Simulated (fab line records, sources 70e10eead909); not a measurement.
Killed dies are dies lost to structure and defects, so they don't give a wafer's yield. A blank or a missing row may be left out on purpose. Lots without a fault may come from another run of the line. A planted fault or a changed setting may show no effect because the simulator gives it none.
Which tool did it? | flow nand_harc | 14 lots, 42 wafers sampled, at 5 steps of a route of 1159

WHAT THE GAUGES READ, wafer by wafer
NHARC_END_SORT_01. Usual: killed_at_array 26, standard deviation 11; killed_at_other 0.6, standard deviation 1; killed_at_periphery 3.1, standard deviation 2.1; killed_dies 30, standard deviation 11; killed_open 3.4, standard deviation 1.8; killed_short 2.1, standard deviation 1.5.
lot  | measured     | on        | killed_at_array | killed_at_other | killed_at_periphery | killed_dies | killed_open | killed_short | flag
L448 | day 21 22:23 | prober-02 | 109 117 112     | 0 0 0           | 1 7 0               | 110 124 112 | 4 5 2       | 2 4 0        | OFF
L451 | day 22 06:52 | prober-01 | 111 121 130     | 0 0 0           | 1 2 0               | 112 123 130 | 3 2 3       | 0 3 3        | OFF

WHICH TOOL RAN EACH LOT (tool, then ch and the chambers of the sampled wafers, then the start)
lot  | NHARC_A_ONON_D1_DEP_16           | NHARC_A_BONDPAD_ANNEAL_28        | NHARC_THIN_TSV_ETCH_15           | NHARC_THIN_TSV_DEGAS_53
L439 | pecvd_onon-02 ch 0, day 8 02:44  | rtp_anneal-02 ch 0, day 18 15:13 | rie_si-04 ch 0,1, day 19 09:57   | pvd_sputter-03, day 19 14:11
L441 | pecvd_onon-02 ch 0, day 8 15:25  | rtp_anneal-02 ch 0, day 18 08:04 | rie_si-01 ch 1,2,3, day 19 05:46 | pvd_sputter-03, day 19 09:44
L442 | pecvd_onon-04 ch 0, day 8 18:16  | rtp_anneal-02 ch 0, day 18 17:51 | rie_si-01 ch 1,2, day 19 11:03   | pvd_sputter-01, day 19 15:11
L440 | pecvd_onon-02 ch 0, day 8 21:37  | rtp_anneal-01 ch 0, day 18 17:17 | rie_si-05 ch 0,1,3, day 19 12:23 | pvd_sputter-03, day 19 16:22
L448 | pecvd_onon-02 ch 0, day 10 12:44 | rtp_anneal-02 ch 0, day 20 10:28 | rie_si-05 ch 1,3, day 21 02:00   | pvd_sputter-01, day 21 05:59
L451 | pecvd_onon-02 ch 0, day 11 03:49 | rtp_anneal-02 ch 0, day 20 19:45 | rie_si-05 ch 1,2,3, day 21 10:05 | pvd_sputter-02, day 21 14:13
L450 | pecvd_onon-03 ch 0, day 11 03:50 | rtp_anneal-01 ch 0, day 21 00:45 | rie_si-04 ch 0,2,3, day 21 16:00 | pvd_sputter-03, day 21 20:28
L453 | pecvd_onon-03 ch 0, day 12 02:07 | rtp_anneal-02 ch 0, day 21 19:51 | rie_si-04 ch 1,3, day 22 08:58   | pvd_sputter-03, day 22 13:26
L454 | pecvd_onon-04 ch 0, day 12 02:07 | rtp_anneal-01 ch 0, day 21 16:15 | rie_si-01 ch 1,2,3, day 22 07:48 | pvd_sputter-03, day 22 12:11
L455 | pecvd_onon-03 ch 0, day 12 09:56 | rtp_anneal-02 ch 0, day 22 06:53 | rie_si-01 ch 0,1, day 22 19:37   | pvd_sputter-01, day 22 23:34
L456 | pecvd_onon-04 ch 0, day 12 09:56 | rtp_anneal-01 ch 0, day 22 14:16 | rie_si-05 ch 1,2,3, day 23 04:47 | pvd_sputter-02, day 23 08:49
L458 | pecvd_onon-04 ch 0, day 13 00:38 | rtp_anneal-02 ch 0, day 23 05:55 | rie_si-04 ch 0,1,2, day 23 21:14 | pvd_sputter-01, day 24 01:12
L460 | pecvd_onon-03 ch 0, day 13 08:37 | rtp_anneal-01 ch 0, day 23 06:34 | rie_si-01 ch 0,2,3, day 23 20:11 | pvd_sputter-02, day 24 00:07
L461 | pecvd_onon-02 ch 0, day 13 17:56 | rtp_anneal-01 ch 0, day 23 11:59 | rie_si-04 ch 0,2,3, day 24 02:11 | pvd_sputter-03, day 24 06:13
- NHARC_A_ONON_D1_DEP_16: target thk 1000 nm.
- NHARC_A_BONDPAD_ANNEAL_28: time 90 s.
- NHARC_THIN_TSV_ETCH_15: target depth 3000 nm, bosch target overetch cycles 2, bosch etch step 2.8 s.
- NHARC_THIN_TSV_DEGAS_53: time 60 s.

WHAT THE TOOLS THEMSELVES READ (means of the sampled wafers that have a number; where no wafer has one, the mark that the record gives instead)
NHARC_A_ONON_D1_DEP_16. Usual: n2_flow_sccm 2751 sccm, standard deviation 7.7.
lot  | tool          | n2_flow_sccm (sccm) | flag
L439 | pecvd_onon-02 | 2756                |
L441 | pecvd_onon-02 | 2758                |
L442 | pecvd_onon-04 | 2750                |
L440 | pecvd_onon-02 | 2754                |
L448 | pecvd_onon-02 | 2756                |
L451 | pecvd_onon-02 | 2750                |
L450 | pecvd_onon-03 | 2741                |
L453 | pecvd_onon-03 | 2748                |
L454 | pecvd_onon-04 | 2752                |
L455 | pecvd_onon-03 | 2752                |
L456 | pecvd_onon-04 | 2755                |
L458 | pecvd_onon-04 | 2748                |
L460 | pecvd_onon-03 | 2751                |
L461 | pecvd_onon-02 | 2742                |

NHARC_A_BONDPAD_ANNEAL_28. Usual: wafer_temp_C_max 226.2, standard deviation 0.44.
lot  | tool          | wafer_temp_C_max | flag
L439 | rtp_anneal-02 | 226.8            |
L441 | rtp_anneal-02 | 226.4            |
L442 | rtp_anneal-02 | 226.5            |
L440 | rtp_anneal-01 | 225.9            |
L448 | rtp_anneal-02 | 226.6            |
L451 | rtp_anneal-02 | 226.8            |
L450 | rtp_anneal-01 | 225.6            |
L453 | rtp_anneal-02 | 226.4            |
L454 | rtp_anneal-01 | 225.9            |
L455 | rtp_anneal-02 | 226.9            |
L456 | rtp_anneal-01 | 225.9            |
L458 | rtp_anneal-02 | 226.4            |
L460 | rtp_anneal-01 | 225.8            |
L461 | rtp_anneal-01 | 226.0            |

NHARC_THIN_TSV_ETCH_15. Usual: drypump_motor_current_A 5.8 A, standard deviation 0.44.
lot  | tool      | drypump_motor_current_A (A) | flag
L439 | rie_si-04 | 5.4                         |
L441 | rie_si-01 | 6.0                         |
L442 | rie_si-01 | 6.1                         |
L440 | rie_si-05 | 5.8                         |
L448 | rie_si-05 | 5.7                         |
L451 | rie_si-05 | 5.9                         |
L450 | rie_si-04 | 5.8                         |
L453 | rie_si-04 | 5.9                         |
L454 | rie_si-01 | 6.0                         |
L455 | rie_si-01 | 5.3                         |
L456 | rie_si-05 | 5.9                         |
L458 | rie_si-04 | 5.6                         |
L460 | rie_si-01 | 5.4                         |
L461 | rie_si-04 | 5.8                         |

NHARC_THIN_TSV_DEGAS_53. Usual: heater_power_w 453 W, standard deviation 41.
lot  | tool           | heater_power_w (W) | flag
L439 | pvd_sputter-03 | 430                |
L441 | pvd_sputter-03 | 439                |
L442 | pvd_sputter-01 | 454                |
L440 | pvd_sputter-03 | 449                |
L448 | pvd_sputter-01 | 405                |
L451 | pvd_sputter-02 | 431                |
L450 | pvd_sputter-03 | 464                |
L453 | pvd_sputter-03 | 469                |
L454 | pvd_sputter-03 | 461                |
L455 | pvd_sputter-01 | 439                |
L456 | pvd_sputter-02 | 457                |
L458 | pvd_sputter-01 | 462                |
L460 | pvd_sputter-02 | 453                |
L461 | pvd_sputter-03 | 447                |

THE ANSWER, worked out from the rows above alone
Rule: a lot is off if the mean of its wafers that have a number lies more than 3 standard deviations from the usual mean. A lot without any number at a reading at which 4 lots or more have one is off too. The other lots that the step has rows for count as sound. The gauges are gone through in route order, then the tools' own readings, and for those a lot's mean is taken as printed above. The first step at which some lot is off is used, and at that step the reading that is off furthest; a lot without a number counts as furthest.
Off: L448, L451, at NHARC_END_SORT_01 (killed_at_array). Neither off nor sound, because the step has no rows for them: L439, L441, L442, L440, L450, L453, L454, L455, L456, L458, L460, L461.
A tool fits if, at a process step before that reading, it ran every lot that is off, and no sound lot after the first of them. The gauges at NHARC_END_SORT_01 are tried like those tools. Can't be told from this: 3 tools fit, pecvd_onon-02 at NHARC_A_ONON_D1_DEP_16, rtp_anneal-02 at NHARC_A_BONDPAD_ANNEAL_28, rie_si-05 at NHARC_THIN_TSV_ETCH_15.

WHAT THE SIMULATOR HAD PUT IN
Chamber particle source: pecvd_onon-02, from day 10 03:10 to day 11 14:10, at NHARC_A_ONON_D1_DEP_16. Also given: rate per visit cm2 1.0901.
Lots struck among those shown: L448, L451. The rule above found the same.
